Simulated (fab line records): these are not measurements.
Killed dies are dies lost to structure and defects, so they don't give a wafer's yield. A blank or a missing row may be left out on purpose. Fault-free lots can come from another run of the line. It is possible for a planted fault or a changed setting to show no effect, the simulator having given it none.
Which tool did it?	flow nand_harc	Sampling: 19 lots, 57 wafers, 6 of 1302 route steps

WHAT THE GAUGES SHOWED, per wafer
No reading from a measuring or inspecting step in the record can be judged against a usual standard deviation.

EACH LOT AND THE TOOL THAT RAN IT (in order: tool; ch and the chambers of the sampled wafers; start)
lot	NHARC_A_STAIRCASE_ETCH_253	NHARC_A_STAIRCASE_HM_OPEN_460	NHARC_A_STAIRCASE_ETCH_294	NHARC_A_STAIRCASE_STRIP_295	NHARC_A_STAIRCASE_HM_OPEN_463	NHARC_A_STAIRCASE_STRIP_316
L075	rie_diel-04 ch 0,3, day 16 15:14	rie_diel-11 ch 0,3, no start	rie_diel-11 ch 0,1,2, no start	rie_diel-11 ch 0,1,2, no start	rie_diel-11 ch 0,2,3, no start	rie_diel-11 ch 2,3, no start
L074	rie_diel-04 ch 0,1, day 16 15:53	rie_diel-04 ch 0,2,3, no start	rie_diel-04 ch 0,1, no start	rie_diel-04 ch 1,2,3, no start	rie_diel-11 ch 0,1, no start	rie_diel-11 ch 2,3, no start
L076	rie_diel-08 ch 0,1, day 17 04:18	rie_diel-11 ch 1,2,3, no start	rie_diel-11 ch 0,1,3, no start	rie_diel-11 ch 0,1,3, no start	rie_diel-04 ch 0,1, no start	rie_diel-04 ch 0,1,2, no start
L079	rie_diel-04 ch 1,2,3, day 18 16:49	rie_diel-11 ch 1,2, no start	rie_diel-11 ch 2,3, no start	rie_diel-11 ch 0,1,3, no start	rie_diel-11 ch 1,2,3, no start	rie_diel-11 ch 0,2, no start
L078	rie_diel-04 ch 0,1, day 18 17:42	rie_diel-11 ch 0,2,3, no start	rie_diel-11 ch 0,3, no start	rie_diel-11 ch 0,2,3, no start	rie_diel-04 ch 0,1, no start	rie_diel-04 ch 0,1,3, no start
L080	rie_diel-04 ch 1,2, day 19 12:28	rie_diel-08 ch 2,3, no start	rie_diel-08 ch 0,2,3, no start	rie_diel-08 ch 0,2,3, no start	rie_diel-11 ch 0,2,3, no start	rie_diel-11 ch 0,1,3, no start
L082	rie_diel-11 ch 1,2,3, day 19 13:08	rie_diel-11 ch 0,2, no start	rie_diel-11 ch 0,1,2, no start	rie_diel-11 ch 0,1, no start	rie_diel-11 ch 0,1,3, no start	rie_diel-11 ch 0,1,2, no start
L086	rie_diel-08 ch 1,2,3, day 20 17:05	rie_diel-08 ch 0,1,3, no start	rie_diel-08 ch 0,2,3, no start	rie_diel-08 ch 0,3, no start	rie_diel-11 ch 1,3, no start	rie_diel-11 ch 0,2,3, no start
L084	rie_diel-04 ch 0,3, day 20 17:19	rie_diel-11 ch 1,2,3, no start	rie_diel-11 ch 0,2,3, no start	rie_diel-11 ch 0,3, no start	rie_diel-08 ch 2,3, no start	rie_diel-08 ch 2,3, no start
L087	rie_diel-11 ch 0,1,2, day 21 03:44	rie_diel-08 ch 0,2,3, no start	rie_diel-08 ch 0,3, no start	rie_diel-08 ch 1,2,3, no start	rie_diel-04 ch 0,2,3, no start	rie_diel-04 ch 0,1,3, no start
L089	rie_diel-08 ch 0,2,3, day 22 12:45	rie_diel-08 ch 0,2,3, no start	rie_diel-08 ch 0,2,3, no start	rie_diel-08 ch 0,1,3, no start	rie_diel-11 ch 0,1,2, no start	rie_diel-11 ch 1,2,3, no start
L090	rie_diel-04 ch 0,2, day 22 13:09	rie_diel-08 ch 0,1,3, no start	rie_diel-08 ch 0,1,2, no start	rie_diel-08 ch 0,1, no start	rie_diel-08 ch 1,2, no start	rie_diel-08 ch 0,3, no start
L088	rie_diel-08 ch 0,1,3, day 22 14:04	rie_diel-11 ch 0,1, no start	rie_diel-11 ch 1,2,3, no start	rie_diel-11 ch 0,2,3, no start	rie_diel-08 ch 0,1,3, no start	rie_diel-08 ch 2,3, no start
L091	rie_diel-11 ch 1,2, day 23 16:04	rie_diel-08 ch 0,1, no start	rie_diel-08 ch 0,1,3, no start	rie_diel-08 ch 0,3, no start	rie_diel-04 ch 1,2,3, no start	rie_diel-04 ch 0,1,3, no start
L093	rie_diel-11 ch 0,2, day 24 01:58	rie_diel-11 ch 0,2, no start	rie_diel-11 ch 0,3, no start	rie_diel-11 ch 1,2,3, no start	rie_diel-04 ch 0,3, no start	rie_diel-04 ch 0,2, no start
L094	rie_diel-11 ch 1,2, day 24 12:42	rie_diel-04 ch 1,3, no start	rie_diel-04 ch 1,2,3, no start	rie_diel-04 ch 1,2,3, no start	rie_diel-04 ch 1,2,3, no start	rie_diel-04 ch 0,1,3, no start
L095	rie_diel-04 ch 1,3, day 25 02:07	rie_diel-11 ch 0,1,2, no start	rie_diel-11 ch 0,2,3, no start	rie_diel-11 ch 0,2, no start	rie_diel-04 ch 2,3, no start	rie_diel-04 ch 0,3, no start
L097	rie_diel-04 ch 0,1,2, day 25 13:10	rie_diel-08 ch 0,1,2, no start	rie_diel-08 ch 0,2, no start	rie_diel-08 ch 1,2,3, no start	rie_diel-04 ch 0,1,2, no start	rie_diel-04 ch 0,3, no start
L096	rie_diel-08 ch 0,3, day 25 17:11	rie_diel-04 ch 0,1, no start	rie_diel-04 ch 1,2, no start	rie_diel-04 ch 0,1,3, no start	rie_diel-08 ch 0,1, no start	rie_diel-08 ch 0,2,3, no start
- NHARC_A_STAIRCASE_ETCH_253: etches the open film in C4F8/O2, target depth 50 nm, time 20.2 s.
- NHARC_A_STAIRCASE_HM_OPEN_460: chemistry O2/COS.
- NHARC_A_STAIRCASE_ETCH_294: etches the open film in C4F8/O2/Ar, target depth 4989 nm, time 1211.6 s.
- NHARC_A_STAIRCASE_STRIP_295: strips in O2.
- NHARC_A_STAIRCASE_HM_OPEN_463: chemistry O2/COS.
- NHARC_A_STAIRCASE_STRIP_316: strips in O2.

WHAT THE TOOLS THEMSELVES READ (means of the sampled wafers that have a number; where no wafer has one, the mark that the record gives instead)
NHARC_A_STAIRCASE_ETCH_253. Usual: chamber_pressure_mTorr 25.000 mTorr, standard deviation 0.024; oes_product_au 0.959 a.u., standard deviation 0.019; rf_vpp_V 892.2 V, standard deviation 2.9.
lot	tool	chamber_pressure_mTorr (mTorr)	oes_product_au (a.u.)	rf_vpp_V (V)	flag
L075	rie_diel-04	24.975	0.970	894.2	
L074	rie_diel-04	24.988	0.954	895.5	
L076	rie_diel-08	25.023	0.972	894.6	
L079	rie_diel-04	24.997	0.949	890.6	
L078	rie_diel-04	25.005	0.972	895.8	
L080	rie_diel-04	25.011	0.928	891.1	
L082	rie_diel-11	25.004	0.963	892.8	
L086	rie_diel-08	24.996	0.971	892.9	
L084	rie_diel-04	24.991	0.979	893.9	
L087	rie_diel-11	24.974	0.967	892.6	
L089	rie_diel-08	24.978	0.968	892.3	
L090	rie_diel-04	24.992	0.972	891.3	
L088	rie_diel-08	25.012	0.962	892.6	
L091	rie_diel-11	25.005	0.953	889.7	
L093	rie_diel-11	24.988	0.970	891.2	
L094	rie_diel-11	25.000	0.923	889.8	
L095	rie_diel-04	24.995	0.971	890.1	
L097	rie_diel-04	24.991	0.955	892.6	
L096	rie_diel-08	25.007	0.945	892.7	

NHARC_A_STAIRCASE_HM_OPEN_460. Usual: chamber_pressure_mTorr 20.000 mTorr, standard deviation 0.02; drypump_motor_current_A 5.9 A, standard deviation 0.46; oes_product_au 1.000 a.u., standard deviation 0.0093; rf_vpp_V 465.3 V, standard deviation 1.6; showerhead_plenum_p_Torr 3.04 Torr, standard deviation 0.064; throttle_valve_pct 28.330 %, standard deviation 0.0095.
lot	tool	chamber_pressure_mTorr (mTorr)	drypump_motor_current_A (A)	oes_product_au (a.u.)	rf_vpp_V (V)	showerhead_plenum_p_Torr (Torr)	throttle_valve_pct (%)	flag
L075	rie_diel-11	20.002	5.8	0.999	466.0	3.07	28.331	
L074	rie_diel-04	20.020	6.3	1.000	464.8	3.02	28.322	
L076	rie_diel-11	20.006	6.0	1.002	465.0	3.03	28.331	
L079	rie_diel-11	20.010	6.0	0.990	465.5	3.03	28.319	
L078	rie_diel-11	19.993	5.9	0.997	465.3	3.05	28.335	
L080	rie_diel-08	19.993	6.0	1.002	465.2	3.03	28.329	
L082	rie_diel-11	20.003	6.1	0.994	465.3	3.03	28.341	
L086	rie_diel-08	19.999	5.4	0.993	465.5	3.03	28.333	
L084	rie_diel-11	19.997	6.0	0.996	465.5	3.02	28.338	
L087	rie_diel-08	20.003	5.8	1.014	465.5	3.04	28.332	
L089	rie_diel-08	19.981	5.8	1.005	464.9	3.03	28.328	
L090	rie_diel-08	20.007	5.4	1.005	465.2	3.03	28.323	
L088	rie_diel-11	19.985	5.6	0.998	466.5	3.09	28.339	
L091	rie_diel-08	20.000	5.1	1.010	466.3	3.08	28.328	
L093	rie_diel-11	20.006	5.8	1.009	465.3	3.05	28.334	
L094	rie_diel-04	19.984	5.7	0.999	464.9	3.03	28.324	
L095	rie_diel-11	20.012	5.9	1.008	464.9	3.03	28.335	
L097	rie_diel-08	20.010	5.3	0.996	465.3	3.06	28.333	
L096	rie_diel-04	20.026	6.3	0.998	466.5	3.10	28.330	

NHARC_A_STAIRCASE_ETCH_294. Usual: chamber_pressure_mTorr 25.004 mTorr, standard deviation 0.021; oes_product_au 0.932 a.u., standard deviation 0.011; rf_vpp_V 1820 V, standard deviation 5.3.
lot	tool	chamber_pressure_mTorr (mTorr)	oes_product_au (a.u.)	rf_vpp_V (V)	flag
L075	rie_diel-11	24.991	0.932	1822	
L074	rie_diel-04	25.012	0.926	1825	
L076	rie_diel-11	25.026	0.937	1824	
L079	rie_diel-11	25.008	0.923	1818	
L078	rie_diel-11	25.020	0.921	1825	
L080	rie_diel-08	25.018	0.933	1820	
L082	rie_diel-11	24.976	0.914	1821	
L086	rie_diel-08	25.003	0.942	1820	
L084	rie_diel-11	25.018	0.945	1820	
L087	rie_diel-08	25.005	0.954	1816	
L089	rie_diel-08	24.997	0.930	1819	
L090	rie_diel-08	24.979	0.928	1823	
L088	rie_diel-11	25.009	0.936	1817	
L091	rie_diel-08	24.997	0.950	1818	
L093	rie_diel-11	25.017	0.936	1823	
L094	rie_diel-04	25.018	0.925	1816	
L095	rie_diel-11	25.005	0.924	1819	
L097	rie_diel-08	25.012	0.930	1823	
L096	rie_diel-04	25.024	0.922	1819	

NHARC_A_STAIRCASE_STRIP_295. Usual: chamber_pressure_mTorr 59.99 mTorr, standard deviation 0.057; drypump_motor_current_A 5.8 A, standard deviation 0.48; oes_product_au 0.998 a.u., standard deviation 0.009; rf_vpp_V 57.7 V, standard deviation 0.84; showerhead_plenum_p_Torr 3.44 Torr, standard deviation 0.07; throttle_valve_pct 17.036 %, standard deviation 0.0087.
lot	tool	chamber_pressure_mTorr (mTorr)	drypump_motor_current_A (A)	oes_product_au (a.u.)	rf_vpp_V (V)	showerhead_plenum_p_Torr (Torr)	throttle_valve_pct (%)	flag
L075	rie_diel-11	60.01	5.9	1.000	57.4	3.46	17.041	
L074	rie_diel-04	60.00	6.0	0.996	56.9	3.40	17.031	
L076	rie_diel-11	60.01	5.8	1.001	57.4	3.48	17.037	
L079	rie_diel-11	60.00	5.7	0.991	57.7	3.47	17.037	
L078	rie_diel-11	59.97	5.9	0.988	57.8	3.45	17.025	
L080	rie_diel-08	60.02	5.8	1.006	57.5	3.44	17.038	
L082	rie_diel-11	59.98	5.6	0.985	58.0	3.50	17.043	
L086	rie_diel-08	60.00	5.6	1.003	58.1	3.45	17.039	
L084	rie_diel-11	60.00	5.8	0.999	57.9	3.45	17.040	
L087	rie_diel-08	59.97	5.6	0.999	57.9	3.42	17.042	
L089	rie_diel-08	60.00	5.4	1.001	57.2	3.42	17.035	
L090	rie_diel-08	60.00	5.0	0.990	57.9	3.47	17.040	
L088	rie_diel-11	59.98	5.9	0.996	59.1	3.42	17.029	
L091	rie_diel-08	59.98	5.6	1.008	58.3	3.44	17.032	
L093	rie_diel-11	59.93	6.0	0.996	57.5	3.40	17.031	
L094	rie_diel-04	59.98	6.1	0.993	57.2	3.38	17.044	
L095	rie_diel-11	59.98	6.1	1.000	57.8	3.39	17.028	
L097	rie_diel-08	60.03	5.6	0.995	58.3	3.40	17.029	
L096	rie_diel-04	60.02	6.0	0.999	58.1	3.43	17.038	

NHARC_A_STAIRCASE_HM_OPEN_463. Usual: chamber_pressure_mTorr 20.001 mTorr, standard deviation 0.019; drypump_motor_current_A 5.9 A, standard deviation 0.48; oes_product_au 1.000 a.u., standard deviation 0.0086; rf_vpp_V 465.2 V, standard deviation 1.6; showerhead_plenum_p_Torr 3.03 Torr, standard deviation 0.068; throttle_valve_pct 28.330 %, standard deviation 0.0086.
lot	tool	chamber_pressure_mTorr (mTorr)	drypump_motor_current_A (A)	oes_product_au (a.u.)	rf_vpp_V (V)	showerhead_plenum_p_Torr (Torr)	throttle_valve_pct (%)	flag
L075	rie_diel-11	19.977	5.9	0.997	465.6	3.05	28.332	
L074	rie_diel-11	20.004	5.6	0.995	465.9	3.11	28.328	
L076	rie_diel-04	20.012	6.3	1.007	466.5	3.12	28.327	
L079	rie_diel-11	20.002	6.0	0.996	465.0	3.03	28.336	
L078	rie_diel-04	19.984	6.0	1.007	467.3	3.10	28.332	
L080	rie_diel-11	19.984	5.9	0.992	465.5	3.04	28.331	
L082	rie_diel-11	20.014	5.8	0.996	466.1	3.07	28.331	
L086	rie_diel-11	20.001	5.9	0.992	465.6	3.04	28.334	
L084	rie_diel-08	20.003	6.1	1.011	463.3	2.98	28.344	
L087	rie_diel-04	19.993	6.3	0.998	464.8	3.01	28.333	
L089	rie_diel-11	20.007	5.9	1.001	466.1	3.04	28.316	
L090	rie_diel-08	20.006	5.2	0.995	466.4	3.05	28.330	
L088	rie_diel-08	20.010	5.4	1.007	465.4	3.02	28.330	
L091	rie_diel-04	20.010	6.1	0.999	464.0	2.99	28.336	
L093	rie_diel-04	20.001	5.9	0.993	465.6	3.00	28.325	
L094	rie_diel-04	20.024	6.0	1.004	464.1	2.99	28.332	
L095	rie_diel-04	19.987	6.3	0.990	464.3	2.95	28.324	
L097	rie_diel-04	19.993	6.4	0.998	465.5	3.04	28.324	
L096	rie_diel-08	20.007	5.1	1.012	465.8	3.07	28.327	

NHARC_A_STAIRCASE_STRIP_316. Usual: chamber_pressure_mTorr 59.99 mTorr, standard deviation 0.058; drypump_motor_current_A 5.9 A, standard deviation 0.47; oes_product_au 1.001 a.u., standard deviation 0.0087; rf_vpp_V 57.6 V, standard deviation 0.77; showerhead_plenum_p_Torr 3.43 Torr, standard deviation 0.075; throttle_valve_pct 17.036 %, standard deviation 0.009.
lot	tool	chamber_pressure_mTorr (mTorr)	drypump_motor_current_A (A)	oes_product_au (a.u.)	rf_vpp_V (V)	showerhead_plenum_p_Torr (Torr)	throttle_valve_pct (%)	flag
L075	rie_diel-11	59.92	6.2	1.008	57.9	3.40	17.023	
L074	rie_diel-11	60.02	6.1	1.003	57.5	3.42	17.032	
L076	rie_diel-04	59.98	6.3	1.004	57.7	3.47	17.038	
L079	rie_diel-11	59.98	6.1	0.995	57.4	3.42	17.035	
L078	rie_diel-04	59.98	6.0	1.001	57.3	3.45	17.039	
L080	rie_diel-11	59.97	5.7	0.992	58.1	3.47	17.030	
L082	rie_diel-11	59.97	5.9	0.996	57.8	3.45	17.032	
L086	rie_diel-11	60.02	5.9	1.003	57.8	3.43	17.033	
L084	rie_diel-08	60.04	6.0	1.000	57.3	3.42	17.031	
L087	rie_diel-04	59.98	6.0	0.999	57.2	3.44	17.029	
L089	rie_diel-11	60.08	6.0	1.006	58.1	3.40	17.044	
L090	rie_diel-08	60.01	5.6	1.010	57.5	3.44	17.045	
L088	rie_diel-08	59.95	6.0	0.999	58.5	3.41	17.037	
L091	rie_diel-04	60.03	6.0	0.997	58.1	3.44	17.033	
L093	rie_diel-04	59.93	6.6	0.998	57.3	3.40	17.032	
L094	rie_diel-04	60.05	6.0	1.007	58.5	3.43	17.035	
L095	rie_diel-04	60.01	5.9	0.994	57.5	3.38	17.041	
L097	rie_diel-04	59.96	6.2	0.998	57.9	3.45	17.042	
L096	rie_diel-08	59.97	5.8	1.008	57.3	3.41	17.039	

THE ANSWER, worked out from the rows above alone
Rule: a lot counts as off when the mean over its wafers that have a number is more than 3 standard deviations away from the usual mean. Also off: a lot with no number at a reading for which 4 or more lots have one. Where the step has rows for the other lots, those lots are counted as sound. After the gauges, taken in route order, come the tools' own readings; for these a lot's mean is taken, as printed above. The first step at which some lot is off is used, and at that step the reading that is off furthest; a lot without a number counts as furthest.
Across all readings shown, no lot is off: no conclusion can be drawn from this.

WHAT HAD BEEN PUT IN BY THE SIMULATOR
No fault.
